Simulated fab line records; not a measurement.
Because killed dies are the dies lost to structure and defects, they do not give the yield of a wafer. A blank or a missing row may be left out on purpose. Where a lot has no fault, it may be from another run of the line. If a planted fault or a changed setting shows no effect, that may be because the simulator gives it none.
Chamber matching / flow n5-finfet / N5_HKMG_FIN_PWFM_ALD_03 on ald-metal-02 has 4 sister chambers
The step deposits TiN, target thk 2 nm, pulse time 1 s, purge time 3 s. 18 wafers are shown with their chamber, then 9 later ones without.

## WAFERS WITH THEIR CHAMBER
wafer=L083.1; chamber=3; heater-power-w (W)=888; precursor-pulse-height-rel=0.997
wafer=L083.3; chamber=0; heater-power-w (W)=840; precursor-pulse-height-rel=0.989
wafer=L083.6; chamber=2; heater-power-w (W)=964; precursor-pulse-height-rel=1.026
wafer=L084.1; chamber=1; heater-power-w (W)=785; precursor-pulse-height-rel=0.989
wafer=L084.2; chamber=3; heater-power-w (W)=876; precursor-pulse-height-rel=0.994
wafer=L084.5; chamber=3; heater-power-w (W)=873; precursor-pulse-height-rel=1.014
wafer=L086.2; chamber=3; heater-power-w (W)=875; precursor-pulse-height-rel=1.010
wafer=L086.4; chamber=3; heater-power-w (W)=901; precursor-pulse-height-rel=0.995
wafer=L086.6; chamber=1; heater-power-w (W)=780; precursor-pulse-height-rel=0.988
wafer=L087.1; chamber=2; heater-power-w (W)=972; precursor-pulse-height-rel=1.009
wafer=L087.2; chamber=1; heater-power-w (W)=766; precursor-pulse-height-rel=0.990
wafer=L087.3; chamber=3; heater-power-w (W)=889; precursor-pulse-height-rel=0.974
wafer=L089.1; chamber=2; heater-power-w (W)=964; precursor-pulse-height-rel=0.987
wafer=L089.3; chamber=1; heater-power-w (W)=779; precursor-pulse-height-rel=0.996
wafer=L089.4; chamber=2; heater-power-w (W)=955; precursor-pulse-height-rel=1.021
wafer=L090.2; chamber=3; heater-power-w (W)=877; precursor-pulse-height-rel=0.983
wafer=L090.3; chamber=1; heater-power-w (W)=765; precursor-pulse-height-rel=0.966
wafer=L090.5; chamber=0; heater-power-w (W)=830; precursor-pulse-height-rel=0.980

SIGNATURES, as means of the wafers listed above
reading=heater-power-w; chamber 0=835.00; chamber 1=775.00; chamber 2=963.75; chamber 3=882.71; scatter within a chamber=9.06
reading=precursor-pulse-height-rel; chamber 0=0.98450; chamber 1=0.98580; chamber 2=1.01075; chamber 3=0.99529; scatter within a chamber=0.0138
Rule: a wafer lies at a distance from a chamber equal to the root of the sum of squares, over the readings, of (its reading less the chamber's mean, divided by the reading's scatter). If the next closest chamber is less than 2 further off than the closest, the wafer can't be placed; otherwise it belongs to the closest. How the scatter is found: for the shown wafers, subtract from each reading the mean of its chamber, square and add these, divide the total by (wafers less chambers), then take the root.

## WAFERS WITH NO CHAMBER GIVEN
wafer=L093.1; heater-power-w (W)=855; precursor-pulse-height-rel=0.931
wafer=L093.4; heater-power-w (W)=944; precursor-pulse-height-rel=1.002
wafer=L093.6; heater-power-w (W)=882; precursor-pulse-height-rel=0.989
wafer=L095.3; heater-power-w (W)=773; precursor-pulse-height-rel=1.001
wafer=L095.5; heater-power-w (W)=967; precursor-pulse-height-rel=0.979
wafer=L095.6; heater-power-w (W)=883; precursor-pulse-height-rel=1.041
wafer=L097.2; heater-power-w (W)=886; precursor-pulse-height-rel=1.007
wafer=L097.4; heater-power-w (W)=944; precursor-pulse-height-rel=0.998
wafer=L097.5; heater-power-w (W)=846; precursor-pulse-height-rel=0.991

## WHICH CHAMBER EACH WENT THROUGH
wafer=L093.1; from the rows above=can't be placed: 0 or 3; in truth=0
wafer=L093.4; from the rows above=2; in truth=2
wafer=L093.6; from the rows above=3; in truth=3
wafer=L095.3; from the rows above=1; in truth=1
wafer=L095.5; from the rows above=2; in truth=2
wafer=L095.6; from the rows above=3; in truth=3
wafer=L097.2; from the rows above=3; in truth=3
wafer=L097.4; from the rows above=2; in truth=2
wafer=L097.5; from the rows above=0; in truth=0
Correctly placed: 8 of 9. Not placeable from these rows: 1 (in 1, the candidates include the true chamber). Number placed wrongly: 0.
